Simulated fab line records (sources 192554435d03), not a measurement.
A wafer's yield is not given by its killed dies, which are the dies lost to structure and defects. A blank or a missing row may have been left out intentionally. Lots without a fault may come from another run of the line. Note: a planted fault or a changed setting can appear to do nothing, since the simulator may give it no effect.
Chamber matching	flow n5_finfet	N5_MOL_CONTACT_COAG_ETCH_59 on rie_diel-04 has 4 sister chambers
The step etches underlayer in N2/H2, target depth 13 nm, time 10.4 s. 20 wafers are shown with their chamber, then 10 later ones without.

WAFERS PAIRED WITH THEIR CHAMBERS
wafer	chamber	drypump_motor_current_A (A)	throttle_valve_pct (%)	showerhead_plenum_p_Torr (Torr)
L074.2	0	5.5	17.59	2.59
L074.3	3	5.6	17.84	2.61
L074.4	2	5.9	18.00	2.58
L078.1	0	5.4	17.57	2.59
L078.4	0	5.4	17.60	2.59
L078.5	2	5.9	18.02	2.58
L079.1	1	6.0	17.36	2.60
L079.4	2	5.9	18.03	2.58
L079.6	2	5.9	18.03	2.58
L083.1	1	6.0	17.37	2.59
L083.4	0	5.5	17.62	2.58
L083.5	1	6.0	17.38	2.59
L085.3	1	6.0	17.39	2.59
L085.5	0	5.4	17.60	2.58
L085.6	2	5.9	18.04	2.57
L087.1	2	5.9	18.07	2.57
L087.2	3	5.6	17.44	2.60
L087.3	0	5.4	17.63	2.58
L088.2	0	5.4	17.62	2.58
L088.5	0	5.4	17.62	2.58

SIGNATURES (means of the wafers above)
reading	chamber 0	chamber 1	chamber 2	chamber 3	scatter within a chamber
drypump_motor_current_A	5.425	6.000	5.900	5.600	0.0306
throttle_valve_pct	17.6062	17.3750	18.0317	17.6400	0.0733
showerhead_plenum_p_Torr	2.5838	2.5925	2.5767	2.6050	0.00528
Rule: a wafer's distance from a chamber is the root of the sum, over the readings, of the square of ((its reading less the chamber's mean) divided by the reading's scatter). The wafer belongs to the nearest chamber; if the next one is less than 2 further off, it can't be placed. The scatter is the square root of a quotient: the sum, over the shown wafers, of each reading's squared deviation from its chamber's mean, divided by wafers minus chambers.

WAFERS WITHOUT THEIR CHAMBER
wafer	drypump_motor_current_A (A)	throttle_valve_pct (%)	showerhead_plenum_p_Torr (Torr)
L088.6	5.6	17.43	2.60
L092.2	6.0	18.07	2.57
L092.4	6.0	17.41	2.58
L092.5	5.9	18.08	2.57
L093.1	5.4	17.64	2.58
L093.5	5.4	17.65	2.57
L093.6	5.6	17.47	2.60
L094.1	5.6	17.46	2.60
L094.3	5.9	18.07	2.57
L094.4	5.4	17.64	2.57

THE CHAMBER EACH PASSED THROUGH
wafer	from the rows above	in truth
L088.6	3	3
L092.2	2	2
L092.4	1	1
L092.5	2	2
L093.1	0	0
L093.5	0	0
L093.6	3	3
L094.1	3	3
L094.3	2	2
L094.4	0	0
10 of 10 placed correctly. Can't be placed from these rows: 0. Number placed wrongly: 0.
